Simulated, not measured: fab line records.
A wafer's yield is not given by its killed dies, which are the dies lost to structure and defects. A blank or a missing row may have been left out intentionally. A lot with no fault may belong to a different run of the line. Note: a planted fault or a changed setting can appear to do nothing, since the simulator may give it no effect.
fab line records	flow n5-finfet
record: lots: 10	wafers: 30	last-day: 18
route steps=1938 shown WELL_APT@24 PMOS_HMC_CHANNEL_EPI@74 PASSIVATION@1936
lots that met no fault: taken from a fault-free run of the same line
start-h: hours from the record's opening day to when the first of the lot's shown wafers began	wait-h: how many hours have passed since the lot's step before this one	" the same as in the row above	L1.1+2: a row that stands for several wafers	- value missing, or start not given	* or withheld: withheld	< > ~ a bound
route shown NAME@n: names a module that has steps shown in the file, with the first one's number in the route	usual: mean/standard deviation of fault-free wafers	same: alike in all rows	chamber/n: place in a boat	sites: per-site readings	_std_site: standard deviation of those values	_edge_site: inner sites' mean taken away from outer sites' mean	radius-mm: for every site, how far away it sits from the centre of the wafer	mask NAME#n: copy n	behind: the most recent tool/chamber to have shaped the wafer	hold: reason for holding the lot/hours on hold/outcome of the hold	device: which transistor (n, p or np) failed to switch	end of line: tests of these same wafers at the route's end	step lacking rows: just its recipe	killed: not the wafer's yield, but the dies lost to structure and defects at the first sort	map: dies across one wafer; x = killed, . = not, _ = none there
set.NAME: setting as actually run; set.NAME@STEP: the setting as run at that earlier step	model.NAME: the simulator's own value behind a step, which no gauge read
route steps across a sampled set of lots; one table per step, one row per wafer
services: when a tool's chamber went out of use (start-h, in hours from the record's first day, below 0 if earlier), for how many hours, and the reason
== steps ==
step: N5_WELL_APT_EXPOSE_05
recipe: mask-id: NWELL	na: 0.8	source-shape: conventional	sigma-outer: 0.8	polarization: unpolarized	defocus-nm: 0	target-cd-nm: 200	dose-mj: 20.3
same: na: 0.8
lot.wafer	tool	chamber	start-h	wait-h	mask
L249.1+2+4	krf-scanner-01	0	25.76	-	NWELL#0
L253.1+2+4	krf-scanner-01	0	49.53	-	NWELL#0
L259.1+2+6	krf-scanner-01	0	85.64	-	NWELL#0
L260.3+4+6	krf-scanner-01	0	91.69	-	NWELL#0
L261.1+3+4	krf-scanner-02	0	97.71	-	NWELL#0
L263.3+4+6	krf-scanner-02	0	109.54	-	NWELL#0
L264.1+2+6	krf-scanner-02	0	115.55	-	NWELL#0
L268.1+4+6	krf-scanner-02	0	139.64	-	NWELL#0
L269.1+2+4	krf-scanner-02	0	145.79	-	NWELL#0
L270.2+4+6	krf-scanner-02	0	151.39	-	NWELL#0
step: N5_WELL_APT_OVL_MEAS_09
recipe: points-per-wafer: 44
usual: NWELL_OVL: 3/5.9
lot.wafer	tool	chamber	start-h	wait-h	NWELL_OVL[nm]
L249.1	overlay-02	0	25.96	0.0	11
L249.2	"	0	"	"	-3
L249.4	"	0	"	"	-6
L253.1	overlay-01	0	49.74	0.0	2
L253.2	"	0	"	"	4
L253.4	"	0	"	"	9
L259.1	overlay-02	0	85.84	0.0	51
L259.2	"	0	"	"	54
L259.6	"	0	"	"	52
L260.3	overlay-02	0	91.88	0.0	59
L260.4	"	0	"	"	64
L260.6	"	0	"	"	51
L261.1	overlay-01	0	97.91	0.0	5
L261.3	"	0	"	"	7
L261.4	"	0	"	"	13
L263.3	overlay-01	0	109.73	0.0	2
L263.4	"	0	"	"	-4
L263.6	"	0	"	"	-1
L264.1	overlay-02	0	115.76	0.0	4
L264.2	"	0	"	"	0
L264.6	"	0	"	"	10
L268.1	overlay-01	0	139.84	0.0	-6
L268.4	"	0	"	"	2
L268.6	"	0	"	"	-3
L269.1	overlay-01	0	145.99	0.0	-12
L269.2	"	0	"	"	-11
L269.4	"	0	"	"	-10
L270.2	overlay-02	0	151.59	0.0	1
L270.4	"	0	"	"	-7
L270.6	"	0	"	"	0
step: N5_WELL_APT_DESCUM_13
recipe: chemistry: O2	time-s: 7.9	source-power-w: 50	bias-power-w: 20	pressure-mtorr: 20	rf-frequency-hz: 2.712e+07	temp-c: 40	o2-flow-sccm: 225
usual: drypump-motor-current-A: 5.5/0.52	oes-product-au: 0.78/0.078	rf-vpp-V: 243.0/1.3	showerhead-plenum-p-Torr: 2.09/0.077	throttle-valve-pct: 20.43/0.2
lot.wafer	tool	chamber	start-h	wait-h	drypump-motor-current-A	oes-product-au	rf-hours-counter-h	rf-vpp-V	showerhead-plenum-p-Torr	throttle-valve-pct
L249.1	rie-diel-04	3	26.02	0.0	5.4	0.71	194	244.4	2.16	20.39
L249.2	"	0	"	"	5.5	0.71	197	243.7	2.16	20.38
L249.4	"	1	"	"	6.2	0.76	-	243.3	2.10	20.46
L253.1	rie-diel-03	1	51.46	1.7	6.2	0.78	130	242.7	2.01	20.16
L253.2	"	3	"	"	4.8	0.81	71	242.7	2.14	20.64
L253.4	"	0	"	"	5.1	1.00	3	245.7	2.24	20.22
L259.1	rie-diel-04	0	85.91	0.0	5.5	0.70	220	244.6	2.16	20.41
L259.2	"	2	"	"	5.7	0.84	73	241.6	2.04	20.34
L259.6	"	0	"	"	5.5	0.70	-	243.3	2.16	20.40
L260.3	rie-diel-01	2	91.94	0.0	5.0	0.70	223	242.1	1.99	20.85
L260.4	"	1	"	"	5.1	0.73	190	241.8	1.99	20.51
L260.6	"	0	"	"	5.7	0.87	-	242.3	2.04	20.16
L261.1	rie-diel-04	2	97.98	0.0	5.7	0.84	77	242.8	2.04	20.37
L261.3	"	1	"	"	6.2	0.74	155	242.9	2.10	20.51
L261.4	"	0	"	"	5.5	0.69	224	243.7	2.15	20.42
L263.3	rie-diel-04	1	109.88	0.1	6.2	0.73	159	242.7	2.09	20.52
L263.4	"	3	"	"	5.4	0.68	230	243.7	2.15	20.44
L263.6	"	0	"	"	5.5	0.69	-	243.6	2.15	20.42
L264.1	rie-diel-01	1	115.81	0.0	5.1	0.72	200	241.2	1.98	20.53
L264.2	"	3	"	"	5.9	0.80	105	244.5	2.11	20.58
L264.6	"	1	"	"	5.1	0.72	-	243.5	1.98	20.54
L268.1	rie-diel-01	1	139.90	0.0	5.1	0.71	210	241.7	1.98	20.54
L268.4	"	2	"	"	5.0	0.69	-	241.5	1.99	20.91
L268.6	"	0	"	"	5.7	0.84	-	241.8	2.04	20.19
L269.1	rie-diel-03	0	146.05	0.0	5.1	0.90	41	245.2	2.23	20.27
L269.2	"	1	"	"	6.4	0.75	169	242.6	2.00	20.23
L269.4	"	3	"	"	4.8	0.78	104	244.8	2.13	20.69
L270.2	rie-diel-03	2	151.64	0.0	6.2	0.73	171	242.8	2.07	20.38
L270.4	"	1	"	"	6.3	0.74	171	242.0	2.00	20.24
L270.6	"	0	"	"	5.1	0.90	-	245.6	2.23	20.27
step: N5_WELL_APT_DESCUM_30
recipe: chemistry: O2	time-s: 7.9	source-power-w: 50	bias-power-w: 20	pressure-mtorr: 20	rf-frequency-hz: 2.712e+07	temp-c: 40	o2-flow-sccm: 225
usual: drypump-motor-current-A: 5.6/0.52	oes-product-au: 0.77/0.074	rf-vpp-V: 243.0/1.4	showerhead-plenum-p-Torr: 2.09/0.074	throttle-valve-pct: 20.43/0.2
lot.wafer	tool	chamber	start-h	wait-h	drypump-motor-current-A	oes-product-au	rf-hours-counter-h	rf-vpp-V	showerhead-plenum-p-Torr	throttle-valve-pct
L249.1	rie-diel-04	1	27.16	0.0	6.2	0.77	127	242.0	2.10	20.47
L249.2	"	0	"	"	5.5	0.71	197	243.7	2.16	20.37
L249.4	"	1	"	"	6.2	0.76	-	244.0	2.10	20.47
L253.1	rie-diel-03	1	53.89	1.2	6.3	0.78	131	242.2	2.01	20.16
L253.2	"	2	"	"	6.2	0.78	132	243.8	2.09	20.32
L253.4	"	3	"	"	4.8	0.81	72	243.2	2.14	20.65
L259.1	rie-diel-04	3	87.03	0.0	5.4	0.69	222	244.3	2.15	20.42
L259.2	"	2	"	"	5.7	0.84	73	242.0	2.04	20.37
L259.6	"	2	"	"	5.7	0.84	-	242.0	2.04	20.36
L260.3	rie-diel-03	0	93.06	0.0	5.1	0.93	20	245.6	2.24	20.24
L260.4	"	3	"	"	4.8	0.80	89	243.4	2.13	20.66
L260.6	"	0	"	"	5.0	0.94	-	246.8	2.24	20.24
L261.1	rie-diel-01	3	99.20	0.1	5.9	0.78	99	244.4	2.12	20.56
L261.3	"	2	"	"	5.0	0.68	227	241.4	1.99	20.88
L261.4	"	1	"	"	5.1	0.72	-	241.4	1.99	20.51
L263.3	rie-diel-03	2	111.12	0.0	6.2	0.75	156	243.7	2.08	20.37
L263.4	"	1	"	"	6.4	0.76	155	240.2	2.01	20.20
L263.6	"	2	"	"	6.2	0.74	-	242.4	2.08	20.36
L264.1	rie-diel-03	0	117.11	0.0	5.1	0.92	29	245.3	2.23	20.25
L264.2	"	2	"	"	6.2	0.74	158	241.1	2.08	20.37
L264.6	"	2	"	"	6.2	0.74	-	242.1	2.08	20.34
L268.1	rie-diel-04	0	141.21	0.1	5.5	0.68	239	243.9	2.15	20.44
L268.4	"	3	"	"	5.4	0.66	241	242.9	2.15	20.47
L268.6	"	2	"	"	5.7	0.81	-	242.3	2.03	20.39
L269.1	rie-diel-04	1	147.17	0.0	6.2	0.72	171	243.1	2.09	20.53
L269.2	"	2	"	"	5.7	0.81	94	242.0	2.03	20.39
L269.4	"	3	"	"	5.4	0.67	243	243.2	2.15	20.47
L270.2	rie-diel-01	3	152.79	0.0	5.9	0.77	116	242.6	2.11	20.59
L270.4	"	2	"	"	5.0	0.67	-	241.5	1.99	20.90
L270.6	"	0	"	"	5.7	0.83	-	242.3	2.04	20.19
step: N5_PMOS_HMC_CHANNEL_EPI_FIN_RECESS_16
recipe: chemistry: HBr/Cl2	target: Si	mask-material: SiO2	target-depth-a: 540	time-s: 18	pressure-mtorr: 10	icp-w: 800	bias-w: 75	HBr_flow_sccm: 150	Cl2_flow_sccm: 80
usual: bias-w: 74.99/0.22	drypump-motor-current-A: 5.7/0.45	oes-product-au: 1.006/0.012	throttle-valve-pct: 35.4/0.32
lot.wafer	tool	chamber	start-h	wait-h	bias-w	drypump-motor-current-A	oes-product-au	rf-hours-counter-h	throttle-valve-pct
L249.1	rie-si-06	3	29.95	0.0	75.03	5.2	0.993	109	35.7
L249.2	"	1	"	"	74.81	5.5	1.002	137	35.3
L249.4	"	2	"	"	75.00	6.4	1.007	95	35.9
L253.1	rie-si-05	2	57.03	0.0	75.17	6.3	1.023	175	35.7
L253.2	"	1	"	"	74.76	5.5	1.000	137	35.3
L253.4	"	0	"	"	75.26	5.2	1.002	185	35.0
L259.1	rie-si-06	0	89.65	0.0	74.83	6.2	0.998	46	35.6
L259.2	"	1	"	"	75.18	5.5	0.993	138	35.4
L259.6	"	1	"	"	75.15	5.5	0.986	-	35.4
L260.3	rie-si-04	3	95.68	0.0	74.78	5.4	1.037	193	35.6
L260.4	"	0	"	"	74.96	5.7	1.013	8	35.4
L260.6	"	0	"	"	74.86	5.7	1.021	-	35.4
L261.1	rie-si-04	3	102.17	0.0	74.90	5.4	1.027	193	35.6
L261.3	"	0	"	"	75.05	5.7	1.011	8	35.4
L261.4	"	2	"	"	74.79	5.8	1.005	95	34.8
L263.3	rie-si-06	0	113.95	0.0	75.04	6.2	1.003	46	35.6
L263.4	"	0	"	"	74.91	6.2	1.000	-	35.6
L263.6	"	3	"	"	75.25	5.2	1.009	-	35.7
L264.1	rie-si-06	0	119.75	0.0	74.89	6.2	1.000	46	35.6
L264.2	"	3	"	"	74.96	5.2	0.993	111	35.7
L264.6	"	0	"	"	75.00	6.1	0.996	-	35.6
L268.1	rie-si-04	1	144.18	0.0	74.88	5.1	1.001	183	35.1
L268.4	"	2	"	"	75.24	5.8	1.007	96	34.8
L268.6	"	0	"	"	75.11	5.7	1.013	-	35.4
L269.1	rie-si-06	1	150.01	0.0	75.57	5.5	0.994	139	35.3
L269.2	"	2	"	"	74.97	6.4	1.001	97	35.9
L269.4	"	3	"	"	75.32	5.2	1.020	112	35.7
L270.2	rie-si-04	1	155.99	0.0	74.98	5.0	0.996	183	35.1
L270.4	"	0	"	"	75.18	5.7	1.005	-	35.4
L270.6	"	2	"	"	74.96	5.8	1.011	-	34.8
step: N5_PASSIVATION_PROBE_49
usual: defect-limited-yield: 91.7/1.2	killed_at_M0_to_M3: 33/9.5	killed_at_M4_up: 13/4.9	killed-at-contacts: 13/6.6	killed-at-front-end: 36/11	killed-at-other: 3.0/2.6	killed-dies: 97/14	killed-on-rim: 13/3.8	killed-open: 65/11	killed-short: 31/6.6	sort_bin_5_function: 4.8/0.82	sort_bin_6_memory: 3.1/0.58	sort-n-pass: 1083/14	sort-yield-pct: 91.7/1.2
same: gross-dies: 1180	killed-at-back-side: 0	sort_bin_4_leakage[%]: 0	sort_bin_8_speed[%]: 0
lot.wafer	tool	chamber	start-h	wait-h	defect-limited-yield[%]	killed_at_M0_to_M3	killed_at_M4_up	killed-at-contacts	killed-at-front-end	killed-at-other	killed-dies	killed-on-rim	killed-open	killed-short	sort_bin_5_function[%]	sort_bin_6_memory[%]	sort-n-pass	sort-yield-pct[%]
L249.1	prober-01	-	279.64	0.0	91.4	51	9	13	27	1	101	9	59	42	5.5	2.8	1079	91.4
L249.2	prober-01	-	279.69	0.1	90.9	47	9	19	28	4	107	16	77	26	5.4	3.6	1073	90.9
L249.4	prober-01	-	279.79	0.2	93.6	30	10	14	15	7	76	8	52	20	3.6	2.7	1104	93.6
L253.1	prober-01	-	301.21	0.0	90.3	43	15	14	40	3	115	19	75	39	5.6	3.9	1065	90.3
L253.2	prober-01	-	301.26	0.1	91.4	35	17	18	30	2	102	11	67	33	5.0	3.5	1078	91.4
L253.4	prober-01	-	301.36	0.2	92.1	41	17	12	19	4	93	6	62	30	4.7	3.1	1087	92.1
L260.4	prober-02	-	345.26	0.2	91.5	28	12	12	45	3	100	12	60	38	5.0	3.2	1080	91.5
L260.6	prober-02	-	345.36	0.3	91.2	39	19	12	33	1	104	15	75	27	5.3	3.2	1076	91.2
L259.2	prober-02	-	349.43	0.1	90.9	34	7	9	56	1	107	13	68	36	4.9	3.5	1073	90.9
L259.6	prober-02	-	349.63	0.3	92.4	34	15	13	27	1	90	10	62	28	4.3	3.0	1090	92.4
L261.1	prober-01	-	361.71	0.0	91.4	40	12	7	34	8	101	13	68	32	5.1	3.2	1079	91.4
L261.3	prober-01	-	361.81	0.1	91.4	47	12	11	31	1	102	9	66	36	4.7	3.6	1078	91.4
L261.4	prober-01	-	361.86	0.2	92.5	34	10	7	27	10	88	8	57	30	4.4	2.8	1092	92.5
L264.1	prober-02	-	378.76	0.0	93.2	34	5	12	22	7	80	12	52	28	4.2	2.4	1100	93.2
L264.2	prober-02	-	378.81	0.1	92.6	23	8	14	34	8	87	11	55	32	4.0	3.1	1093	92.6
L264.6	prober-02	-	379.01	0.3	91.7	35	10	19	32	2	98	15	59	39	4.7	3.3	1082	91.7
L263.3	prober-02	-	381.54	0.1	90.4	40	9	23	39	2	113	11	74	38	5.3	3.9	1067	90.4
L263.4	prober-02	-	381.59	0.2	91.1	34	16	23	32	0	105	14	73	32	5.8	2.6	1075	91.1
L263.6	prober-02	-	381.69	0.3	91.0	36	11	18	41	0	106	15	81	24	5.3	3.1	1074	91.0
L270.2	prober-02	-	414.38	0.1	90.1	39	8	17	51	2	117	12	84	33	5.5	4.1	1063	90.1
L270.4	prober-02	-	414.48	0.2	91.8	40	7	8	36	6	97	14	66	30	5.2	2.8	1083	91.8
L270.6	prober-02	-	414.58	0.3	91.2	29	10	19	44	2	104	10	74	30	4.7	3.9	1076	91.2
L268.1	prober-02	-	415.26	0.0	93.2	18	22	6	29	5	80	9	54	26	4.0	2.6	1100	93.2
L268.4	prober-02	-	415.41	0.2	92.5	36	19	7	23	3	88	17	56	30	4.1	3.0	1092	92.5
L268.6	prober-02	-	415.51	0.3	94.4	19	16	15	13	3	66	6	41	25	3.1	2.5	1114	94.4
L269.1	prober-02	-	424.00	0.0	90.6	13	20	19	56	3	111	11	68	43	5.6	3.1	1069	90.6
L269.2	prober-02	-	424.05	0.1	91.8	26	17	5	47	2	97	11	56	41	5.4	2.3	1083	91.8
L269.4	prober-02	-	424.15	0.2	91.4	33	13	13	43	0	102	15	68	33	4.9	3.4	1078	91.4
killed by level:class
L249.1 BEOL_M3:geometric-particle:open=15 BEOL_M0_SAQP:geometric-particle:short=10 MOL_CONTACT_COAG:geometric-particle:open=8 BEOL_M1:geometric-particle:open=8 STI_FIN_REVEAL:geometric-particle:open=5 BEOL_M0_SAQP:geometric-particle:open=5 MOL_CONTACT_COAG:geometric-particle:short=5 FIN_SAQP:geometric-particle:short=4
L249.2 BEOL_M0_SAQP:geometric-particle:open=17 MOL_CONTACT_COAG:geometric-particle:open=16 STI_FIN_REVEAL:geometric-particle:open=14 BEOL_M0_SAQP:geometric-particle:short=8 BEOL_M3:geometric-particle:open=7 FIN_SAQP:geometric-particle:short=4 BEOL_M1:geometric-particle:open=4 BEOL_M4:geometric-particle:open=4
L249.4 BEOL_M1:geometric-particle:open=14 MOL_CONTACT_COAG:geometric-particle:open=11 BEOL_M0_SAQP:geometric-particle:short=6 STI_FIN_REVEAL:geometric-particle:open=5 BEOL_M4:geometric-particle:open=4 BEOL_M3:geometric-particle:open=3 STARTING-WAFER:geometric-particle:open=3 ILD0:geometric-particle:open=2
L253.1 BEOL_M1:geometric-particle:open=10 MOL_CONTACT_COAG:geometric-particle:open=9 BEOL_M2:geometric-particle:open=8 STI_FIN_REVEAL:geometric-particle:open=7 DUMMY_GATE:geometric-particle:open=7 BEOL_M0_SAQP:geometric-particle:short=7 FIN_SAQP:geometric-particle:open=6 BEOL_M0_SAQP:geometric-particle:open=6
L253.2 MOL_CONTACT_COAG:geometric-particle:open=12 BEOL_M1:geometric-particle:open=12 STI_FIN_REVEAL:geometric-particle:open=9 MOL_CONTACT_COAG:geometric-particle:short=6 BEOL_M1:geometric-particle:short=6 BEOL_M5:geometric-particle:open=6 BEOL_M3:geometric-particle:open=5 FIN_SAQP:geometric-particle:open=4
L253.4 BEOL_M2:geometric-particle:open=11 MOL_CONTACT_COAG:geometric-particle:open=10 BEOL_M3:geometric-particle:open=8 BEOL_M5:geometric-particle:open=8 BEOL_M1:geometric-particle:open=6 BEOL_M1:geometric-particle:short=5 DUMMY_GATE:geometric-particle:open=4 BEOL_M0_SAQP:geometric-particle:short=4
L260.4 STI_FIN_REVEAL:geometric-particle:open=11 STI_FIN_REVEAL:geometric-particle:short=10 MOL_CONTACT_COAG:geometric-particle:open=10 FIN_SAQP:geometric-particle:short=9 BEOL_M1:geometric-particle:open=6 BEOL_M2:geometric-particle:open=5 DUMMY_GATE:geometric-particle:open=5 BEOL_M0_SAQP:geometric-particle:short=5
L260.6 MOL_CONTACT_COAG:geometric-particle:open=10 STI_FIN_REVEAL:geometric-particle:open=9 BEOL_M3:geometric-particle:open=8 BEOL_M4:geometric-particle:open=8 FIN_SAQP:geometric-particle:open=7 BEOL_M0_SAQP:geometric-particle:short=7 BEOL_M0_SAQP:geometric-particle:open=6 BEOL_M2:geometric-particle:open=6
L259.2 FIN_SAQP:geometric-particle:open=19 BEOL_M0_SAQP:geometric-particle:short=14 FIN_SAQP:geometric-particle:short=10 BEOL_M0_SAQP:geometric-particle:open=8 STARTING-WAFER:geometric-particle:open=7 DUMMY_GATE:geometric-particle:open=6 MOL_CONTACT_COAG:geometric-particle:open=6 BEOL_M1:geometric-particle:open=4
L259.6 BEOL_M2:geometric-particle:open=11 MOL_CONTACT_COAG:geometric-particle:open=10 FIN_SAQP:geometric-particle:open=8 BEOL_M4:geometric-particle:open=8 FIN_SAQP:geometric-particle:short=6 BEOL_M0_SAQP:geometric-particle:short=5 BEOL_M1:geometric-particle:open=5 STI_FIN_REVEAL:geometric-particle:open=4
L261.1 BEOL_M2:geometric-particle:open=14 BEOL_M0_SAQP:geometric-particle:open=8 GATE_CUT:geometric-particle:short=7 BEOL_M3:geometric-particle:open=7 FIN_SAQP:geometric-particle:short=6 DUMMY_GATE:geometric-particle:open=6 MOL_CONTACT_COAG:geometric-particle:open=6 STARTING-WAFER:geometric-particle:open=5
L261.3 MOL_CONTACT_COAG:geometric-particle:open=10 DUMMY_GATE:geometric-particle:open=9 BEOL_M1:geometric-particle:open=9 BEOL_M3:geometric-particle:open=7 BEOL_M0_SAQP:geometric-particle:short=6 BEOL_M0_SAQP:geometric-particle:open=6 BEOL_M2:geometric-particle:open=6 BEOL_M3:geometric-particle:short=6
L261.4 BEOL_M1:geometric-particle:open=8 STI_FIN_REVEAL:geometric-particle:open=7 FIN_SAQP:geometric-particle:short=5 FIN_SAQP:geometric-particle:open=5 BEOL_M2:geometric-particle:open=5 MOL_CONTACT_COAG:geometric-particle:open=4 BEOL_M3:geometric-particle:open=4 PAD_METAL:geometric-particle:open=4
L264.1 BEOL_M1:geometric-particle:open=13 MOL_CONTACT_COAG:geometric-particle:open=10 BEOL_M2:geometric-particle:open=7 PAD_METAL:geometric-particle:short=5 FIN_SAQP:geometric-particle:short=4 BEOL_M0_SAQP:geometric-particle:open=3 BEOL_M1:geometric-particle:short=3 STARTING-WAFER:geometric-particle:open=3
L264.2 FIN_SAQP:geometric-particle:open=10 MOL_CONTACT_COAG:geometric-particle:open=9 FIN_SAQP:geometric-particle:short=7 BEOL_M2:geometric-particle:open=6 BEOL_M0_SAQP:geometric-particle:open=6 MOL_CONTACT_COAG:geometric-particle:short=5 BEOL_M4:geometric-particle:open=5 PAD_METAL:geometric-particle:short=5
L264.6 BEOL_M0_SAQP:geometric-particle:short=16 MOL_CONTACT_COAG:geometric-particle:open=14 FIN_SAQP:geometric-particle:open=8 BEOL_M0_SAQP:geometric-particle:open=8 BEOL_M2:geometric-particle:open=7 FIN_SAQP:geometric-particle:short=5 MOL_CONTACT_COAG:geometric-particle:short=5 BEOL_M4:geometric-particle:open=5
L263.3 MOL_CONTACT_COAG:geometric-particle:open=19 FIN_SAQP:geometric-particle:open=15 BEOL_M0_SAQP:geometric-particle:short=13 BEOL_M0_SAQP:geometric-particle:open=11 FIN_SAQP:geometric-particle:short=7 BEOL_M1:geometric-particle:open=6 STI_FIN_REVEAL:geometric-particle:open=5 MOL_CONTACT_COAG:geometric-particle:short=4
L263.4 MOL_CONTACT_COAG:geometric-particle:open=15 STI_FIN_REVEAL:geometric-particle:open=12 BEOL_M2:geometric-particle:open=12 BEOL_M1:geometric-particle:open=9 MOL_CONTACT_COAG:geometric-particle:short=8 BEOL_M3:geometric-particle:open=7 STARTING-WAFER:geometric-particle:short=5 FIN_SAQP:geometric-particle:short=4
L263.6 MOL_CONTACT_COAG:geometric-particle:open=15 STI_FIN_REVEAL:geometric-particle:open=12 FIN_SAQP:geometric-particle:open=11 BEOL_M3:geometric-particle:open=8 BEOL_M0:geometric-particle:open=7 BEOL_M5:geometric-particle:open=6 BEOL_M0_SAQP:geometric-particle:open=5 BEOL_M2:geometric-particle:open=5
L270.2 STI_FIN_REVEAL:geometric-particle:open=14 MOL_CONTACT_COAG:geometric-particle:open=13 BEOL_M0_SAQP:geometric-particle:short=12 DUMMY_GATE:geometric-particle:open=7 BEOL_M1:geometric-particle:open=7 BEOL_M0_SAQP:geometric-particle:open=7 BEOL_M2:geometric-particle:open=7 BEOL_M4:geometric-particle:open=6
L270.4 BEOL_M1:geometric-particle:open=14 MOL_CONTACT_COAG:geometric-particle:open=8 BEOL_M0_SAQP:geometric-particle:short=7 BEOL_M0_SAQP:geometric-particle:open=7 FIN_SAQP:geometric-particle:short=5 DUMMY_GATE:geometric-particle:open=5 BEOL_M3:geometric-particle:open=5 FIN_SAQP:geometric-particle:open=4
L270.6 MOL_CONTACT_COAG:geometric-particle:open=14 DUMMY_GATE:geometric-particle:open=11 BEOL_M0_SAQP:geometric-particle:open=8 STI_FIN_REVEAL:geometric-particle:open=7 FIN_SAQP:geometric-particle:open=6 MOL_CONTACT_COAG:geometric-particle:short=5 BEOL_M0_SAQP:geometric-particle:short=5 BEOL_M4:geometric-particle:open=5
L268.1 BEOL_M4:geometric-particle:open=14 BEOL_M1:geometric-particle:open=8 FIN_SAQP:geometric-particle:short=6 STI_FIN_REVEAL:geometric-particle:open=6 MOL_CONTACT_COAG:geometric-particle:open=6 GATE_CUT:geometric-particle:short=6 BEOL_M3:geometric-particle:open=3 BEOL_M4:geometric-particle:short=3
L268.4 BEOL_M4:geometric-particle:open=10 BEOL_M1:geometric-particle:open=9 BEOL_M0_SAQP:geometric-particle:short=5 BEOL_M2:geometric-particle:short=5 BEOL_M3:geometric-particle:open=5 STARTING-WAFER:geometric-particle:open=5 MOL_CONTACT_COAG:geometric-particle:open=4 BEOL_M2:geometric-particle:open=4
L268.6 MOL_CONTACT_COAG:geometric-particle:open=11 BEOL_M4:geometric-particle:open=10 MOL_CONTACT_COAG:geometric-particle:short=4 BEOL_M1:geometric-particle:short=4 BEOL_M1:geometric-particle:open=4 DUMMY_GATE:geometric-particle:short=3 BEOL_M4:geometric-particle:short=3 BEOL_M3:geometric-particle:short=3
L269.1 FIN_SAQP:geometric-particle:short=14 MOL_CONTACT_COAG:geometric-particle:open=14 FIN_SAQP:geometric-particle:open=9 BEOL_M5:geometric-particle:open=7 BEOL_M0_SAQP:geometric-particle:open=6 STI_FIN_REVEAL:geometric-particle:open=5 DUMMY_GATE:geometric-particle:open=5 GATE_CUT:geometric-particle:short=5
L269.2 FIN_SAQP:geometric-particle:open=11 STI_FIN_REVEAL:geometric-particle:open=9 BEOL_M0_SAQP:geometric-particle:short=7 FIN_SAQP:geometric-particle:short=6 BEOL_M5:geometric-particle:open=6 STARTING-WAFER:geometric-particle:short=6 MOL_CONTACT_COAG:geometric-particle:open=5 DUMMY_GATE:geometric-particle:open=4
L269.4 FIN_SAQP:geometric-particle:open=13 BEOL_M2:geometric-particle:open=11 MOL_CONTACT_COAG:geometric-particle:open=9 FIN_SAQP:geometric-particle:short=7 BEOL_M0_SAQP:geometric-particle:short=7 STI_FIN_REVEAL:geometric-particle:open=5 STARTING-WAFER:geometric-particle:short=5 MOL_CONTACT_COAG:geometric-particle:short=4
== services ==
tool	chamber	start-h	hours	kind
rie-diel-04	2	9.80	23.6	repair
rie-si-04	-	27.12	1.9	repair
rie-diel-03	0	31.16	-	clean
rie-diel-03	0	31.16	-	consumable-replace:focus-ring
krf-scanner-01	-	31.90	1.0	pm
krf-scanner-02	-	34.76	0.3	repair
rie-diel-03	3	38.56	4.1	repair
rie-diel-01	-	42.21	28.1	pm
krf-scanner-01	-	61.35	0.2	repair
krf-scanner-01	-	62.29	3.7	repair
rie-diel-01	2	72.79	5.0	repair
rie-diel-04	0	78.53	5.9	repair
krf-scanner-01	-	92.20	1.3	pm
rie-diel-01	0	95.75	14.8	repair
krf-scanner-02	-	105.81	1.3	pm
rie-si-06	1	109.79	22.4	repair
rie-si-06	2	114.05	16.0	repair
krf-scanner-01	-	115.20	4.1	repair
krf-scanner-02	-	117.61	1.9	repair
rie-si-04	1	133.78	8.0	repair
krf-scanner-01	-	137.55	4.4	pm
rie-diel-03	3	138.36	7.2	repair
rie-si-05	-	150.78	0.8	repair
krf-scanner-01	-	151.36	0.8	pm
== key ==
first-sign: step: N5_WELL_APT_OVL_MEAS_09	reading: NWELL_OVL	direction: up	sigmas: 8.9	usual: 3	struck: 55
effect none on later readings
met-at N5_WELL_APT_EXPOSE_05
struck-lots L259,L260
rows-end L259.1,L260.3
not-acting-at N5_WELL_APT_DESCUM_13,N5_WELL_APT_DESCUM_30,N5_PMOS_HMC_CHANNEL_EPI_FIN_RECESS_16
onset-between 49.53 85.64
fault: kind: scanner-matching-overlay	tool: krf-scanner-01	chamber: -	onset-h: 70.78	steps: N5_WELL_APT_EXPOSE_05	offset: 42.677
rows-end: these wafers met a further fault down the route, and their rows from its step on are left out
